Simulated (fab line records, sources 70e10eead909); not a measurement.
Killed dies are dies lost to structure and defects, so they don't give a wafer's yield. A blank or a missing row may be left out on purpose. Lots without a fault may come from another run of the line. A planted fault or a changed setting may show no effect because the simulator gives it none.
Problem report in the 8D (eight disciplines) form, filled by code | flow nand_harc | the parts of the form that need people (team, actions taken, sign-off) are left out

1. THE PROBLEM
run_length_s at NHARC_A_CHANNEL_FILL_D2_ETCHBACK_08 reads a mean of 175.2 s on 3 wafers of 2 lots; wafers without a fault read 131.4 s with a standard deviation of 0.35. That is +99 or more standard deviations from the usual mean.
The step: etches the open film in C4F8, target depth 220 nm, time 110 s.
First seen on wafer L365.2, day 21 09:09, on rie_diel-10. The record holds 35 wafers of 12 lots with a number at this step. Rule for "out", or "out of limits": more than 4 standard deviations from the usual mean. The other wafers with a number count as sound.

2. WHAT IT IS AND WHAT IT IS NOT
question                    | is                     | is not
which readings at this step | run_length_s           | chamber_pressure_mTorr, oes_product_au, rf_vpp_V
which lots                  | L365, L366             | L351, L352, L353, L355, L356, L357, L358, L370, L372, L373
which wafers of those lots  | L365.2, L365.5, L366.5 | L365.1, L366.4
read on which tools         | rie_diel-10            | rie_diel-08, rie_diel-11
when                        | from day 21 09:09      | up to then (22 sound wafers); but 10 sound wafers of L366, L370, L372, L373 came after

3. SUSPECTS, AND WHAT RULES EACH OUT
Counting: a tool at a process step up to the reading stays a suspect if it ran every lot that is out. Sound lots after the first of them don't rule it out here, since some wafers of a struck lot are sound.
- rie_diel-10 at NHARC_A_CHANNEL_FILL_D2_ETCHBACK_08 (etches the open film in C4F8, target depth 220 nm, time 110 s): kept. It ran every lot that is out, first L365 (day 21 09:09); its last sound lot up to then is L353 (day 16 12:23). Its own readings are out on those wafers: run_length_s.
- Within rie_diel-10 at NHARC_A_CHANNEL_FILL_D2_ETCHBACK_08: the wafers that are out ran in chambers 0, 1, 3; their sound lot-mates ran in chamber 2.
Left after counting: rie_diel-10 at NHARC_A_CHANNEL_FILL_D2_ETCHBACK_08.

4. THE CAUSE (what the simulator had put in)
Process parameter drift: rie_diel-10, from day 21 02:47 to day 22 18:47, at NHARC_A_CHANNEL_FILL_D2_ETCHBACK_08. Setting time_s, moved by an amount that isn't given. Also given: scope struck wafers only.
Counting left only this tool.

5. THE CHAIN OF EFFECTS, in route order
Each row: a reading whose mean over the struck wafers that have a number lies more than 3 standard deviations from the usual. Only readings for which the record gives a usual standard deviation are gone through. hours: the time from each lot's start at the first step in this table that gives one to its start at this step, as a median over the lots. sigmas: the change in usual standard deviations.
hours | step                                | reading      | usual   | on struck wafers | change | sigmas
0     | NHARC_A_CHANNEL_FILL_D2_ETCHBACK_08 | run_length_s | 131.4 s | 175.2            | +43.8  | +99 or more
The process steps in it:
- NHARC_A_CHANNEL_FILL_D2_ETCHBACK_08: etches the open film in C4F8, target depth 220 nm, time 110 s.
Later measuring or inspecting steps at which every struck wafer that the step has a row for has a number for every such reading, and none has moved that far: NHARC_END_SORT_01.

6. WHAT WOULD HAVE CAUGHT IT SOONER
In this record the first reading out of limits was taken at day 21 09:09, 6 hours after the fault began at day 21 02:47.
